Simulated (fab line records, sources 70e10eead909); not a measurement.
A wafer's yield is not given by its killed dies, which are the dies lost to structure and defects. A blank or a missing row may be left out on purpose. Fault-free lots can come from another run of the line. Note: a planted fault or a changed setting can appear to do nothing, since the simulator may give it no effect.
fab line records	flow nand-harc
record: lots: 14	wafers: 42	last-day: 34
route steps=1302 shown A_M1@1201 A_BONDPAD@1218
lots with no fault: from the same line, run without faults
start-h: the number of hours between the record's first day and the start of the first shown wafer of the lot	wait-h: hours from the lot's prior step to this one	" identical to the entry in the row above	L1.1+2: a single row standing in for several wafers	- no value, or no start was given	* or withheld: withheld	< > ~ a bound
route shown NAME@n: NAME is a module with steps in the file, n the number in the route of the first one	usual: mean/standard deviation taken from wafers without a fault	same: alike in all rows	chamber/n: place in a boat	sites: readings site by site	_std_site: standard deviation across them	_edge_site: the outer-site mean with the inner-site mean subtracted	radius-mm: for every site, how far away it sits from the centre of the wafer	mask NAME#n: copy n	behind: tool/chamber where the wafer was last shaped	hold: what put the lot on hold/how long, in hours/how the hold closed	device: transistor that didn't switch, given as n, p or np	end of line: tests of these same wafers at the route's end	a step with no rows: only its recipe	killed: dies lost to structure and defects at the first sort, not the wafer's yield	map: a wafer's dies, marking killed ones x, the rest . and places with no die _
set.NAME: the run value of the setting; set.NAME@STEP: its run value at that earlier step	model.NAME: the simulator's own value behind a step, which no gauge read
one table for each step of the route and one row for each wafer, over a sample of lots
services: from which hour (start-h, from the record's first day; less than 0 if before it) a tool's chamber was out of use, for how many hours, and why
== steps ==
step: NHARC_A_M1_DEP_33
recipe: target-thk-a: 300	temp-c: 370	target-thk-nm: 30	pressure-torr: 3	flow-sccm: 200	rf-w: 450	material: SiCN
usual: chamber-pressure-Torr: 3.000/0.0058	heater-power-w: 611/74
lot.wafer	tool	chamber	start-h	wait-h	chamber-pressure-Torr	heater-power-w
L797.2	pecvd-02	2	536.13	0.1	3.000	553
L797.3	"	0	"	"	3.002	600
L797.6	"	2	"	"	2.998	543
L798.1	pecvd-02	2	552.15	0.1	3.007	596
L798.2	"	0	"	"	3.002	570
L798.3	"	1	"	"	3.003	574
L800.2	pecvd-04	0	557.76	0.1	3.003	697
L800.6	"	0	"	"	3.005	715
L800.4	"	1	"	"	2.993	571
L799.1	pecvd-02	2	558.65	0.1	3.010	516
L799.5	"	1	"	"	2.996	689
L799.4	"	2	"	"	2.998	507
L801.1	pecvd-02	0	573.94	0.1	3.002	633
L801.2	"	2	"	"	2.996	550
L801.4	"	1	"	"	2.987	629
L804.5	pecvd-03	2	606.40	0.2	3.001	585
L804.6	"	0	"	"	3.013	725
L804.4	"	1	"	"	2.986	446
L803.3	pecvd-04	0	606.73	0.1	3.005	657
L803.1	"	2	"	"	3.004	650
L803.4	"	2	"	"	3.007	642
L807.3	pecvd-02	0	631.65	0.1	3.012	586
L807.5	"	0	"	"	2.997	592
L807.4	"	1	"	"	3.000	590
L811.2	pecvd-04	1	677.36	0.1	3.002	552
L811.3	"	2	"	"	2.998	697
L811.4	"	0	"	"	3.000	634
L812.1	pecvd-04	2	691.47	0.1	3.004	673
L812.2	"	1	"	"	3.006	610
L812.6	"	2	"	"	3.008	681
L814.1	pecvd-04	1	714.09	0.1	3.002	626
L814.2	"	0	"	"	2.997	745
L814.4	"	1	"	"	3.002	628
L817.5	pecvd-03	1	745.43	0.2	2.993	469
L817.6	"	2	"	"	2.989	593
L817.4	"	0	"	"	2.989	741
L818.1	pecvd-02	1	746.95	0.1	3.003	654
L818.2	"	0	"	"	2.997	558
L818.5	"	2	"	"	3.001	570
L819.2	pecvd-03	0	771.03	0.1	2.998	706
L819.4	"	1	"	"	3.006	444
L819.6	"	2	"	"	3.003	639
step: NHARC_A_BONDPAD_DESCUM_11
recipe: time-s: 3	o2-flow-sccm: 200	ar-flow-sccm: 0	bias-power-w: 0	chemistry: O2
usual: drypump-motor-current-A: 5.7/0.48	oes-product-au: 0.997/0.016	rf-vpp-V: 57.8/0.87	showerhead-plenum-p-Torr: 1.92/0.08	throttle-valve-pct: 11.311/0.0087
lot.wafer	tool	chamber	start-h	wait-h	drypump-motor-current-A	oes-product-au	rf-hours-counter-h	rf-vpp-V	showerhead-plenum-p-Torr	throttle-valve-pct
L797.2	rie-diel-11	0	538.14	-	5.4	0.991	3	59.0	2.04	11.309
L797.3	"	1	"	"	5.1	0.995	2	57.4	1.88	11.314
L797.6	"	0	"	"	5.4	0.991	-	58.9	2.04	11.291
L798.2	rie-diel-09	1	554.27	-	6.2	0.987	24	58.2	2.01	11.300
L798.1	"	2	"	"	6.1	1.000	23	58.1	2.03	11.313
L798.3	"	3	"	"	5.8	0.997	20	58.6	1.91	11.312
L800.2	rie-diel-09	1	559.74	-	6.2	0.997	26	58.7	2.01	11.315
L800.4	"	2	"	"	6.1	1.000	24	58.5	2.03	11.299
L800.6	"	2	"	"	6.1	0.998	-	57.5	2.03	11.288
L799.4	rie-diel-02	2	560.57	-	5.8	1.015	26	58.2	1.86	11.312
L799.1	"	0	"	"	5.2	0.986	21	56.8	1.89	11.305
L799.5	"	1	"	"	5.3	0.986	-	59.2	1.79	11.310
L801.2	rie-diel-11	2	575.93	-	6.5	1.013	4	57.4	1.91	11.315
L801.4	"	3	"	"	5.9	1.024	4	58.7	1.90	11.305
L801.1	"	1	"	"	5.1	1.000	4	58.2	1.88	11.307
L804.4	rie-diel-11	3	608.14	-	5.9	1.020	5	58.4	1.90	11.310
L804.6	"	1	"	"	5.1	0.990	-	56.8	1.88	11.322
L804.5	"	2	"	"	6.6	1.019	-	58.2	1.91	11.311
L803.4	rie-diel-11	3	608.71	-	5.9	1.028	5	57.7	1.90	11.305
L803.3	"	0	"	"	5.4	1.002	5	57.7	2.03	11.305
L803.1	"	1	"	"	5.1	0.995	5	56.9	1.88	11.296
L807.3	rie-diel-09	0	633.66	-	6.0	1.009	53	57.2	1.79	11.303
L807.4	"	2	"	"	6.1	0.985	50	57.4	2.02	11.311
L807.5	"	1	"	"	6.2	0.998	-	58.1	2.00	11.313
L811.4	rie-diel-11	2	679.42	-	6.5	0.997	1	57.6	1.91	11.326
L811.3	"	0	"	"	5.4	0.990	1	59.8	2.03	11.310
L811.2	"	1	"	"	5.1	0.984	1	57.6	1.87	11.316
L812.1	rie-diel-11	3	693.35	-	5.9	1.008	2	57.6	1.90	11.310
L812.2	"	0	"	"	5.4	0.980	2	58.3	2.03	11.325
L812.6	"	3	"	"	5.9	1.015	-	57.4	1.89	11.313
L814.2	rie-diel-02	0	716.12	-	5.2	0.989	24	58.4	1.88	11.311
L814.4	"	1	"	"	5.3	0.984	27	56.5	1.78	11.319
L814.1	"	3	"	"	6.1	0.999	24	57.9	2.06	11.305
L817.4	rie-diel-02	3	747.18	-	6.1	1.009	27	58.3	2.06	11.318
L817.6	"	2	"	"	5.8	1.018	-	57.9	1.85	11.304
L817.5	"	3	"	"	6.1	1.009	-	56.4	2.06	11.317
L818.1	rie-diel-11	2	748.82	-	6.6	0.976	2	56.9	1.91	11.297
L818.2	"	0	"	"	5.4	0.982	3	58.7	2.03	11.325
L818.5	"	1	"	"	5.2	0.988	-	58.3	1.87	11.298
L819.2	rie-diel-11	1	772.94	-	5.1	0.972	3	58.8	1.87	11.307
L819.4	"	2	"	"	6.5	0.975	3	58.4	1.91	11.305
L819.6	"	2	"	"	6.5	0.985	-	57.6	1.91	11.328
step: NHARC_A_BONDPAD_ETCH_34
recipe: target-depth-a: 600	overetch-a: 180	time-s: 65.91	ion-energy-ev: 200	n2-flow-sccm: 150	h2-flow-sccm: 150	ar-flow-sccm: 0	rf-w: 400	bias-w: 150	chemistry: N2/H2
usual: drypump-motor-current-A: 5.7/0.48	oes-product-au: 0.995/0.016	rf-vpp-V: 430.7/2.6	run-length-s: 87.2/0.47	showerhead-plenum-p-Torr: 2.05/0.087	throttle-valve-pct: 14.172/0.009
lot.wafer	tool	chamber	start-h	wait-h	drypump-motor-current-A	oes-product-au	rf-hours-counter-h	rf-vpp-V	run-length-s	showerhead-plenum-p-Torr	throttle-valve-pct
L797.3	rie-diel-11	1	538.23	0.1	5.1	0.988	2	429.4	86.5	2.00	14.179
L797.2	"	2	"	"	6.6	1.022	3	431.9	87.4	2.03	14.159
L797.6	"	0	"	"	5.4	0.988	-	433.6	88.2	2.17	14.166
L798.3	rie-diel-09	0	554.36	0.1	6.0	0.999	22	427.5	86.7	1.92	14.176
L798.1	"	1	"	"	6.2	0.982	24	433.1	87.5	2.15	14.167
L798.2	"	2	"	"	6.1	1.001	23	434.5	87.1	2.17	14.174
L800.4	rie-diel-09	1	559.83	0.1	6.2	0.986	26	431.2	87.3	2.14	14.176
L800.2	"	3	"	"	5.8	0.988	21	430.1	87.8	2.04	14.164
L800.6	"	2	"	"	6.1	1.000	-	433.5	87.2	2.17	14.169
L799.4	rie-diel-02	1	560.66	0.1	5.3	0.981	26	426.9	87.1	1.90	14.179
L799.1	"	2	"	"	5.8	1.018	26	427.0	87.4	1.98	14.181
L799.5	"	0	"	"	5.2	0.992	-	429.1	86.8	2.02	14.168
L801.1	rie-diel-11	3	576.02	0.1	5.9	1.030	4	430.5	87.3	2.02	14.199
L801.2	"	1	"	"	5.1	0.990	4	430.9	86.5	2.00	14.159
L801.4	"	2	"	"	6.6	1.019	4	430.7	87.3	2.03	14.159
L804.4	rie-diel-11	2	608.23	0.1	6.6	1.016	5	431.6	87.0	2.03	14.168
L804.6	"	3	"	"	5.9	1.019	-	430.8	87.0	2.02	14.179
L804.5	"	0	"	"	5.4	0.998	-	433.3	87.5	2.17	14.181
L803.3	rie-diel-11	0	608.79	0.1	5.4	1.005	5	435.2	88.0	2.17	14.173
L803.4	"	1	"	"	5.2	0.996	5	429.1	87.3	2.00	14.172
L803.1	"	3	"	"	5.9	1.024	5	429.2	87.3	2.02	14.165
L807.4	rie-diel-09	2	633.75	0.1	6.1	0.978	50	434.2	87.0	2.16	14.184
L807.3	"	3	"	"	5.8	0.971	50	431.9	87.6	2.03	14.184
L807.5	"	1	"	"	6.2	0.993	-	432.5	87.2	2.13	14.175
L811.4	rie-diel-11	1	679.51	0.1	5.1	0.979	1	430.5	86.8	2.00	14.159
L811.2	"	3	"	"	5.9	1.021	2	430.0	87.5	2.02	14.162
L811.3	"	0	"	"	5.4	0.978	1	433.8	65.5	2.17	14.167
L812.2	rie-diel-11	0	693.44	0.1	5.4	0.993	2	434.1	65.4	2.17	14.180
L812.1	"	3	"	"	5.9	1.022	2	430.0	87.0	2.02	14.181
L812.6	"	1	"	"	5.1	0.978	-	430.7	86.3	2.00	14.181
L814.2	rie-diel-02	0	716.21	0.1	5.2	0.987	24	429.0	86.9	2.01	14.171
L814.1	"	1	"	"	5.3	0.991	27	427.4	87.2	1.89	14.181
L814.4	"	2	"	"	5.9	1.017	27	428.3	87.9	1.97	14.203
L817.4	rie-diel-02	2	747.26	0.1	5.8	1.012	31	427.9	87.5	1.97	14.159
L817.6	"	1	"	"	5.3	0.985	-	426.9	87.3	1.89	14.175
L817.5	"	2	"	"	5.8	1.014	-	428.2	87.6	1.97	14.168
L818.1	rie-diel-11	0	748.89	0.1	5.4	0.994	3	433.7	87.9	2.17	14.172
L818.2	"	3	"	"	5.9	1.023	3	430.3	87.0	2.02	14.175
L818.5	"	1	"	"	5.1	0.981	-	429.0	86.4	2.00	14.172
L819.4	rie-diel-11	2	773.02	0.1	6.6	0.977	3	430.8	87.0	2.03	14.177
L819.2	"	1	"	"	5.1	0.983	3	428.5	86.3	2.00	14.175
L819.6	"	3	"	"	5.9	1.024	-	430.4	87.0	2.02	14.179
step: NHARC_A_BONDPAD_PRE_CLEAN_26
recipe: time-s: 30	temp-c: 280	gas: H2/He
usual: heater-power-w: 427/36
lot.wafer	tool	chamber	start-h	wait-h	heater-power-w
L797.3	pvd-sputter-02	-	-	-	472
L797.2	"	-	"	"	386
L797.6	"	-	"	"	406
L798.2	pvd-sputter-03	-	-	-	441
L798.1	"	-	"	"	393
L798.3	"	-	"	"	401
L800.4	pvd-sputter-01	-	-	-	368
L800.2	"	-	"	"	470
L800.6	"	-	"	"	450
L799.1	pvd-sputter-03	-	-	-	396
L799.4	"	-	"	"	407
L799.5	"	-	"	"	429
L801.4	pvd-sputter-03	-	-	-	396
L801.2	"	-	"	"	447
L801.1	"	-	"	"	474
L804.4	pvd-sputter-02	-	-	-	465
L804.6	"	-	"	"	409
L804.5	"	-	"	"	463
L803.3	pvd-sputter-01	-	-	-	472
L803.4	"	-	"	"	424
L803.1	"	-	"	"	446
L807.4	pvd-sputter-02	-	-	-	382
L807.3	"	-	"	"	427
L807.5	"	-	"	"	384
L811.4	pvd-sputter-02	-	-	-	416
L811.2	"	-	"	"	486
L811.3	"	-	"	"	436
L812.2	pvd-sputter-02	-	-	-	424
L812.1	"	-	"	"	389
L812.6	"	-	"	"	367
L814.1	pvd-sputter-01	-	-	-	427
L814.2	"	-	"	"	455
L814.4	"	-	"	"	354
L817.4	pvd-sputter-01	-	-	-	354
L817.5	"	-	"	"	415
L817.6	"	-	"	"	440
L818.1	pvd-sputter-02	-	-	-	385
L818.2	"	-	"	"	476
L818.5	"	-	"	"	434
L819.2	pvd-sputter-03	-	-	-	440
L819.4	"	-	"	"	469
L819.6	"	-	"	"	390
== services ==
tool	chamber	start-h	hours	kind
rie-diel-02	0	517.66	3.6	repair
rie-diel-11	0	524.18	7.7	repair
pecvd-04	-	538.78	0.7	repair
rie-diel-09	3	542.58	2.1	repair
rie-diel-02	-	571.37	9.0	pm
pecvd-02	-	589.69	13.0	pm
rie-diel-11	-	609.50	9.0	pm
pecvd-04	-	627.08	1.0	repair
pecvd-04	-	631.12	13.0	pm
pvd-sputter-02	-	638.00	10.0	pm
rie-diel-02	0	649.90	1.2	repair
rie-diel-09	-	674.58	9.0	pm
pvd-sputter-02	-	681.13	1.2	repair
pvd-sputter-02	-	690.62	0.5	repair
rie-diel-11	2	692.90	7.0	repair
rie-diel-09	1	695.15	10.3	repair
rie-diel-09	1	709.40	5.7	repair
rie-diel-11	2	724.11	15.7	repair
pecvd-04	0	726.39	13.2	repair
pvd-sputter-02	-	730.59	3.2	repair
rie-diel-02	-	748.39	9.0	pm
rie-diel-11	2	756.78	4.6	repair
rie-diel-02	3	760.59	2.8	repair
pecvd-02	-	770.69	13.0	pm
== key ==
first-sign: step: NHARC_A_BONDPAD_ETCH_34	reading: run-length-s	direction: down	sigmas: 46	usual: *	struck: *
effect none on later readings
met-at NHARC_A_BONDPAD_ETCH_34
struck-lots L811,L812
struck-wafers L811.3,L812.2
later-rows-left-out L811.3,L812.2
sort-left-out L811.3,L812.2
not-acting-at NHARC_A_M1_DEP_33,NHARC_A_BONDPAD_DESCUM_11,NHARC_A_BONDPAD_PRE_CLEAN_26
onset-between 608.79 679.51
fault: kind: process-parameter-drift	tool: rie-diel-11	chamber: 0	onset-h: 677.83	steps: NHARC_A_BONDPAD_ETCH_34	channel: time-s	offset: *	shape: step	end-h: 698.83	acts-in: *	stated: *
sort-left-out: the simulated sort isn't trusted on such a fault, so these wafers' sort isn't shown, and their yield isn't known
later-rows-left-out: the simulator's readings of these wafers behind a module that went badly wrong aren't trusted and aren't shown, but for the sort
